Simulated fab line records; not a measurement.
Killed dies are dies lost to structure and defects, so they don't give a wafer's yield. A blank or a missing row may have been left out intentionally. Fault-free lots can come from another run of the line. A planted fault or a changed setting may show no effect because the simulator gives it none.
Which tool did it? + flow n5-finfet + 10 lots with 28 wafers sampled at 5 steps, on a route of 1938 steps

WHAT EACH GAUGE READ, for each wafer
N5_BEOL_M4_RC_MEAS_101. Usual: DIBL_N 36.0 mV/V, standard deviation 1.6; DIBL_P 36.1 mV/V, standard deviation 2; IOFF_N 0.160 nA/um, standard deviation 0.029; IOFF_P 0.21 nA/um, standard deviation 0.039; ION_N 675 uA/um, standard deviation 13; ION_P 464 uA/um, standard deviation 8.8; SS_N 71.5 mV/dec, standard deviation 0.58; SS_P 73.3 mV/dec, standard deviation 0.65; VT_N 250 mV, standard deviation 3.3; VT_P -249 mV, standard deviation 3.6.
| lot  | measured     | on        | DIBL_N (mV/V)  | DIBL_P (mV/V)  | IOFF_N (nA/um)    | IOFF_P (nA/um) | ION_N (uA/um) | ION_P (uA/um) | SS_N (mV/dec)  | SS_P (mV/dec)  | VT_N (mV)   | VT_P (mV)      | flag |
|------|--------------|-----------|----------------|----------------|-------------------|----------------|---------------|---------------|----------------|----------------|-------------|----------------|------|
| L877 | day 8 07:10  | prober-01 | 34.1 36.9 33.7 | 34.5 37.5 33.5 | 0.128 0.173 0.118 | 0.17 0.22 0.15 | 666 693 665   | 456 473 452   | 72.0 71.0 71.2 | 72.5 73.4 72.2 | 252 248 255 | -252 -248 -255 |      |
| L881 | day 9 12:30  | prober-01 | 36.7 35.7 34.9 | 38.2 37.7 35.4 | 0.177 0.172 0.150 | 0.22 0.22 0.18 | 677 671 657   | 454 461 447   | 70.9 71.7 71.5 | 74.5 73.8 73.5 | 250 249 252 | -250 -252 -254 |      |
| L885 | day 10 18:43 | prober-02 | 36.3 37.7      | 36.7 38.8      | 0.166 0.180       | 0.23 0.26      | 679 672       | 463 458       | 72.5 72.1      | 72.7 73.5      | 248 248     | -246 -247      |      |
| L886 | day 10 20:14 | prober-01 | 38.9 38.3 37.0 | 40.7 39.9 38.5 | 0.232 0.210 0.171 | 0.32 0.31 0.26 | 697 696 671   | 482 487 474   | 72.8 71.8 72.0 | 74.6 74.6 73.7 | 244 245 252 | -243 -243 -245 |      |
| L887 | day 10 22:04 | prober-02 | 35.3 35.9 36.4 | 34.1 35.1 35.6 | 0.138 0.154 0.165 | 0.19 0.20 0.21 | 681 678 694   | 470 472 474   | 70.5 70.8 72.1 | 73.3 72.9 73.4 | 251 250 247 | -252 -251 -250 |      |
| L888 | day 10 22:27 | prober-01 | 35.6 36.5      | 34.9 37.6      | 0.155 0.178       | 0.22 0.27      | 652 689       | 457 474       | 71.7 71.2      | 72.7 74.2      | 250 247     | -248 -246      |      |
| L893 | day 12 22:20 | prober-02 | 37.0 38.7 38.2 | 37.9 39.9 40.1 | 0.177 0.218 0.195 | 0.24 0.30 0.29 | 694 711 689   | 478 482 480   | 72.3 72.2 72.1 | 73.2 74.3 73.8 | 245 244 244 | -245 -244 -244 |      |
| L894 | day 13 09:56 | prober-01 | 34.8 36.2 36.8 | 34.0 35.5 35.9 | 0.146 0.154 0.174 | 0.17 0.20 0.21 | 687 681 699   | 463 469 468   | 70.9 71.5 71.2 | 72.3 73.7 73.0 | 247 248 247 | -252 -250 -250 |      |
| L896 | day 13 06:37 | prober-02 | 31.8 32.8 35.6 | 33.0 34.9 37.3 | 0.115 0.123 0.171 | 0.18 0.21 0.24 | 667 663 681   | 461 468 471   | 70.8 71.1 71.3 | 72.4 73.2 73.8 | 256 254 249 | -250 -246 -247 |      |
| L898 | day 13 14:01 | prober-01 | 37.1 37.2 38.8 | 39.3 38.6 40.2 | 0.192 0.181 0.234 | 0.30 0.27 0.31 | 682 677 687   | 472 469 468   | 70.9 72.6 72.1 | 74.7 73.8 74.1 | 245 247 244 | -242 -246 -242 |      |

TOOL THAT RAN EACH LOT (tool first, then ch and the chambers of the sampled wafers, then the start)
| lot  | N5_BEOL_M3_EXPOSE_25              | N5_BEOL_M3_DESCUM_33               | N5_BEOL_M3_ETCH_69                 | N5_BEOL_M3_ALD_98                 |
|------|-----------------------------------|------------------------------------|------------------------------------|-----------------------------------|
| L877 | euv-scanner-01 ch 0, day 7 16:53  | rie-diel-02 ch 0,3, day 7 17:09    | rie-diel-02 ch 0,3, day 7 17:12    | ald-sin-02 ch 1,3, day 7 17:29    |
| L881 | euv-scanner-01 ch 0, day 8 15:34  | rie-diel-05 ch 0,1,3, day 8 15:50  | rie-diel-05 ch 0,1,3, day 8 15:53  | ald-sin-02 ch 0,3, day 8 16:03    |
| L885 | euv-scanner-01 ch 0, day 9 17:44  | rie-diel-05 ch 1,2, day 9 17:59    | rie-diel-05 ch 1,2, day 9 18:02    | ald-sin-03 ch 2,3, day 9 18:07    |
| L886 | euv-scanner-01 ch 0, day 9 20:52  | rie-diel-02 ch 0,3, day 9 21:08    | rie-diel-02 ch 0,3, day 9 21:11    | ald-sin-01 ch 1,3, day 9 21:38    |
| L887 | euv-scanner-02 ch 0, day 10 00:49 | rie-diel-05 ch 0,2,3, day 10 01:11 | rie-diel-05 ch 0,2,3, day 10 01:15 | ald-sin-02 ch 1,2,3, day 10 01:20 |
| L888 | euv-scanner-02 ch 0, day 10 01:34 | rie-diel-02 ch 0,3, day 10 01:49   | rie-diel-02 ch 0,3, day 10 01:52   | ald-sin-02 ch 1,3, day 10 01:57   |
| L893 | euv-scanner-01 ch 0, day 12 02:09 | rie-diel-01 ch 0,1,2, day 12 02:25 | rie-diel-01 ch 0,1,2, day 12 02:28 | ald-sin-02 ch 0,2,3, day 12 02:33 |
| L894 | euv-scanner-01 ch 0, day 12 10:04 | rie-diel-02 ch 0,2,3, day 12 10:20 | rie-diel-02 ch 0,2,3, day 12 10:23 | ald-sin-01 ch 0,2,3, day 12 10:35 |
| L896 | euv-scanner-01 ch 0, day 12 14:50 | rie-diel-02 ch 0,1, day 12 15:06   | rie-diel-02 ch 0,1, day 12 15:09   | ald-sin-03 ch 2,3, day 12 15:44   |
| L898 | euv-scanner-02 ch 0, day 12 19:43 | rie-diel-02 ch 0,1, day 12 19:59   | rie-diel-02 ch 0,1, day 12 20:02   | ald-sin-02 ch 0,1,3, day 12 20:07 |
- N5_BEOL_M3_EXPOSE_25: exposes mask V2, defocus 5 nm.
- N5_BEOL_M3_DESCUM_33: chemistry O2, time 7 s.
- N5_BEOL_M3_ETCH_69: etches SiARC in CF4, target depth 15.6 nm, time 26 s.
- N5_BEOL_M3_ALD_98: deposits SiO2, target thk 2.5 nm, pulse time 1 s, co reactant pulse time 1 s.

WHAT THE TOOLS THEMSELVES READ (means of the sampled wafers that have a number; where no wafer has one, the mark that the record gives instead)
N5_BEOL_M3_EXPOSE_25. Usual: exposure-dose-mJ-cm2 62.80, standard deviation 0.081; stage-msd-nm 0.813 nm, standard deviation 0.0054.
| lot  | tool           | exposure-dose-mJ-cm2 | stage-msd-nm (nm) | flag |
|------|----------------|----------------------|-------------------|------|
| L877 | euv-scanner-01 | 62.85                | 0.809             |      |
| L881 | euv-scanner-01 | 62.83                | 0.811             |      |
| L885 | euv-scanner-01 | 62.80                | 0.814             |      |
| L886 | euv-scanner-01 | 62.78                | 0.810             |      |
| L887 | euv-scanner-02 | 62.75                | 0.818             |      |
| L888 | euv-scanner-02 | 62.72                | 0.819             |      |
| L893 | euv-scanner-01 | 64.39                | 0.805             | OFF  |
| L894 | euv-scanner-01 | 64.06                | 0.805             | OFF  |
| L896 | euv-scanner-01 | 63.79                | 0.806             | OFF  |
| L898 | euv-scanner-02 | 62.73                | 0.821             |      |

N5_BEOL_M3_DESCUM_33. Usual: chamber-pressure-mTorr is 20.002 mTorr with standard deviation 0.023, drypump-motor-current-A is 5.7 A with standard deviation 0.45, oes-product-au is 0.74 a.u. with standard deviation 0.056, rf-fwd-power-W is 49.38 W with standard deviation 0.23, rf-vpp-V is 243.1 V with standard deviation 1.4, showerhead-plenum-p-Torr is 2.09 Torr with standard deviation 0.066, and throttle-valve-pct is 20.47 % with standard deviation 0.18.
| lot  | tool        | chamber-pressure-mTorr (mTorr) | drypump-motor-current-A (A) | oes-product-au (a.u.) | rf-fwd-power-W (W) | rf-vpp-V (V) | showerhead-plenum-p-Torr (Torr) | throttle-valve-pct (%) | flag |
|------|-------------|--------------------------------|-----------------------------|-----------------------|--------------------|--------------|---------------------------------|------------------------|------|
| L877 | rie-diel-02 | 19.996                         | 5.8                         | 0.72                  | 49.20              | 241.6        | 2.03                            | 20.44                  |      |
| L881 | rie-diel-05 | 20.009                         | 5.7                         | 0.76                  | 49.56              | 244.0        | 2.12                            | 20.62                  |      |
| L885 | rie-diel-05 | 19.994                         | 5.7                         | 0.72                  | 49.69              | 242.4        | 2.08                            | 20.64                  |      |
| L886 | rie-diel-02 | 20.002                         | 5.8                         | 0.72                  | 49.37              | 243.2        | 2.06                            | 20.40                  |      |
| L887 | rie-diel-05 | 19.996                         | 5.7                         | 0.75                  | 49.38              | 243.6        | 2.17                            | 20.46                  |      |
| L888 | rie-diel-02 | 19.993                         | 5.8                         | 0.71                  | 49.36              | 242.5        | 2.04                            | 20.43                  |      |
| L893 | rie-diel-01 | 20.014                         | 6.2                         | 0.77                  | 49.30              | 242.5        | 2.09                            | 20.53                  |      |
| L894 | rie-diel-02 | 20.001                         | 5.5                         | 0.71                  | 49.46              | 242.5        | 2.04                            | 20.39                  |      |
| L896 | rie-diel-02 | 20.036                         | 6.0                         | 0.71                  | 49.29              | 243.9        | 2.13                            | 20.45                  |      |
| L898 | rie-diel-02 | 20.011                         | 6.0                         | 0.71                  | 49.34              | 243.9        | 2.13                            | 20.45                  |      |

N5_BEOL_M3_ETCH_69. Usual: chamber-pressure-mTorr 40.00 mTorr, standard deviation 0.035; drypump-motor-current-A 5.7 A, standard deviation 0.45; etch-rf-on-time-s 26.1 s, standard deviation 0.55; oes-product-au 0.63 a.u., standard deviation 0.045; rf-fwd-power-W 532.1 W, standard deviation 1.8; rf-vpp-V 183.9 V, standard deviation 1.3; showerhead-plenum-p-Torr 2.13 Torr, standard deviation 0.07; throttle-valve-pct 15.68 %, standard deviation 0.14.
| lot  | tool        | chamber-pressure-mTorr (mTorr) | drypump-motor-current-A (A) | etch-rf-on-time-s (s) | oes-product-au (a.u.) | rf-fwd-power-W (W) | rf-vpp-V (V) | showerhead-plenum-p-Torr (Torr) | throttle-valve-pct (%) | flag |
|------|-------------|--------------------------------|-----------------------------|-----------------------|-----------------------|--------------------|--------------|---------------------------------|------------------------|------|
| L877 | rie-diel-02 | 40.03                          | 5.9                         | 26.2                  | 0.61                  | 531.3              | 183.5        | 2.08                            | 15.65                  |      |
| L881 | rie-diel-05 | 40.00                          | 5.7                         | 26.3                  | 0.65                  | 532.9              | 183.5        | 2.17                            | 15.77                  |      |
| L885 | rie-diel-05 | 40.02                          | 5.7                         | 27.0                  | 0.60                  | 533.6              | 183.5        | 2.12                            | 15.86                  |      |
| L886 | rie-diel-02 | 39.99                          | 5.8                         | 25.8                  | 0.61                  | 531.4              | 184.8        | 2.11                            | 15.63                  |      |
| L887 | rie-diel-05 | 40.02                          | 5.7                         | 26.2                  | 0.63                  | 533.3              | 184.9        | 2.21                            | 15.66                  |      |
| L888 | rie-diel-02 | 40.02                          | 5.8                         | 25.9                  | 0.61                  | 532.9              | 183.1        | 2.09                            | 15.66                  |      |
| L893 | rie-diel-01 | 40.01                          | 6.1                         | 26.5                  | 0.65                  | 533.1              | 184.2        | 2.14                            | 15.74                  |      |
| L894 | rie-diel-02 | 40.01                          | 5.5                         | 25.8                  | 0.60                  | 533.4              | 183.4        | 2.09                            | 15.66                  |      |
| L896 | rie-diel-02 | 40.02                          | 6.0                         | 25.7                  | 0.61                  | 530.5              | 184.0        | 2.19                            | 15.70                  |      |
| L898 | rie-diel-02 | 39.99                          | 6.0                         | 25.6                  | 0.60                  | 530.5              | 184.8        | 2.18                            | 15.70                  |      |

N5_BEOL_M3_ALD_98. Usual: chamber-pressure-Torr 2.000 Torr, standard deviation 0.0041; heater-power-w 77 W, standard deviation 6.9; precursor-pulse-height-rel 1.001, standard deviation 0.017.
| lot  | tool       | chamber-pressure-Torr (Torr) | heater-power-w (W) | precursor-pulse-height-rel | flag |
|------|------------|------------------------------|--------------------|----------------------------|------|
| L877 | ald-sin-02 | 1.997                        | 75                 | 1.014                      |      |
| L881 | ald-sin-02 | 2.000                        | 71                 | 1.002                      |      |
| L885 | ald-sin-03 | 1.998                        | 82                 | 1.010                      |      |
| L886 | ald-sin-01 | 1.999                        | 76                 | 0.993                      |      |
| L887 | ald-sin-02 | 2.002                        | 77                 | 0.989                      |      |
| L888 | ald-sin-02 | 1.999                        | 78                 | 0.982                      |      |
| L893 | ald-sin-02 | 1.996                        | 72                 | 0.999                      |      |
| L894 | ald-sin-01 | 2.000                        | 83                 | 1.013                      |      |
| L896 | ald-sin-03 | 2.002                        | 84                 | 1.001                      |      |
| L898 | ald-sin-02 | 2.003                        | 72                 | 0.993                      |      |

THE ANSWER, worked out from the rows above alone
Rule: take the mean of a lot's wafers that have a number; if it is more than 3 standard deviations from the usual mean, the lot is off. Also off: a lot with no number at a reading for which 4 or more lots have one. Any other lot the step has rows for is counted as sound. Order of review: gauges by route order, followed by the tools' own readings, for which a lot's mean as printed above is used. At the first step where some lot is off, the reading lying furthest off is the one used; lots without a number count as furthest.
Off: L893, L894, L896, at N5_BEOL_M3_EXPOSE_25 (exposure-dose-mJ-cm2).
A tool fits if, at that step or a process step before it, it ran every lot that is off, and no sound lot after the first of them. One fits: euv-scanner-01 at N5_BEOL_M3_EXPOSE_25. Its last sound lot is L886 (day 9 20:52), its first lot that is off L893 (day 12 02:09): a fault that began between those two fits.
On the lots that are off, the tool's own readings at N5_BEOL_M3_EXPOSE_25 differ by more than 5 times the standard deviation of the sound lots' means, which bears it out; exposure-dose-mJ-cm2 reads 64.08 there versus 62.78 on the sound lots.

WHAT THE SIMULATOR HAD INSERTED
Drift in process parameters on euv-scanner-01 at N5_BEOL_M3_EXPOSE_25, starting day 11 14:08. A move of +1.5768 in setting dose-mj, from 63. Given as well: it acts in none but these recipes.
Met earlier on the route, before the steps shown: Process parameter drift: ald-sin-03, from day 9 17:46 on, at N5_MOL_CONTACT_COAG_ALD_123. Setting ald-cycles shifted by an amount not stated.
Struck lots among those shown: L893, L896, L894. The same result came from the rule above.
